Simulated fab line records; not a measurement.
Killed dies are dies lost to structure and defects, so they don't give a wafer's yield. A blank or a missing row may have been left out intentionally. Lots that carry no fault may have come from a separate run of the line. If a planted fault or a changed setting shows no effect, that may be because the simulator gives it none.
Which tool did it? ; flow nand-harc ; 69 wafers sampled from 23 lots at 1 step of a route of 1302

## WHAT EACH GAUGE READ, for each wafer
NHARC_A_CHANNEL_HOLE_D2_OVL_MEAS_11.
lot;measured;on;overlay-x-nm (nm);overlay-y-nm (nm)
L074;day 13 03:14;overlay-02;-0.4 -0.3 -0.6;-2.2 -1.4 -1.6
L075;day 13 04:11;overlay-02;-0.5 -0.6 -0.3;0.7 0.3 1.0
L076;day 14 10:44;overlay-02;0.2 0.0 0.6;1.4 1.1 1.4
L077;day 14 11:44;overlay-02;-0.1 -0.4 0.0;-0.2 -0.5 -0.2
L079;day 14 17:35;overlay-02;0.6 1.2 0.8;-1.6 -1.2 -1.4
L078;day 14 17:45;overlay-01;-0.2 -0.1 0.3;0.4 0.2 0.3
L080;day 15 11:55;overlay-02;0.1 -0.2 0.1;0.5 0.9 0.5
L082;day 16 01:49;overlay-02;-1.3 -1.4 -1.6;-0.4 -0.5 0.0
L081;day 16 03:35;overlay-01;-0.1 0.1 0.6;-0.8 -0.8 -1.4
L083;day 16 16:43;overlay-01;-0.8 0.1 -0.8;0.6 0.9 0.6
L084;day 16 18:32;overlay-01;0.2 0.8 0.6;-0.5 -0.4 -0.2
L085;day 17 20:19;overlay-01;-0.1 -0.5 -0.1;-0.3 -0.4 0.0
L086;day 17 23:11;overlay-01;-0.8 -1.4 -1.6;-0.2 0.1 0.0
L087;day 18 21:33;overlay-02;-0.6 -0.6 -0.6;1.1 -0.1 0.5
L088;day 19 08:25;overlay-01;-0.2 0.5 0.7;0.3 0.8 1.1
L089;day 19 09:19;overlay-01;0.2 -0.5 -1.1;1.4 1.2 1.4
L090;day 20 03:35;overlay-02;-0.4 0.4 0.1;0.1 -0.6 -0.1
L091;day 20 03:58;overlay-01;-0.5 -0.5 -0.6;-0.3 -1.5 -1.9
L094;day 21 05:47;overlay-01;0.4 0.0 -0.7;1.7 1.5 1.3
L093;day 21 06:38;overlay-01;0.6 0.6 0.0;-0.6 -0.5 -0.3
L095;day 21 23:04;overlay-01;0.7 0.4 0.6;-0.6 -1.0 -0.4
L096;day 21 23:23;overlay-01;1.1 1.9 1.9;-0.6 -0.4 -0.7
L097;day 23 04:12;overlay-01;-0.4 0.0 -0.5;-0.8 -0.8 -1.1

## WHICH TOOL RAN EACH LOT (tool, then ch and the chambers of the sampled wafers, then the start)
Before these readings, the record contains no process step.

## AS READ BY THE TOOLS THEMSELVES (means over the sampled wafers that have a number; for cases with no such wafer, the mark the record gives instead)
The record holds no such reading with a usual standard deviation.

## THE ANSWER, worked out from the rows above alone
Rule: the usual values come from the lots themselves. The widest of any qualifying gaps counts: lots, ordered by their means at a reading, are off when they make up no more than a third of the lots, leave a main group of 4 or more, and stand apart from it by 3 or more times the standard deviation of that group's means. Not used: any main group whose means are identical at the precision the tables above print for the reading. Also off: a lot with no number at a reading for which 4 or more lots have one. All remaining lots with rows at the step are treated as sound. After the gauges, taken in route order, come the tools' own readings; for these a lot's mean is taken, as printed above. At the first step where some lot is off, the reading lying furthest off is the one used; lots without a number count as furthest.
Nothing can be told from this: no lot is off at any reading shown.

## WHAT HAD BEEN PUT IN BY THE SIMULATOR
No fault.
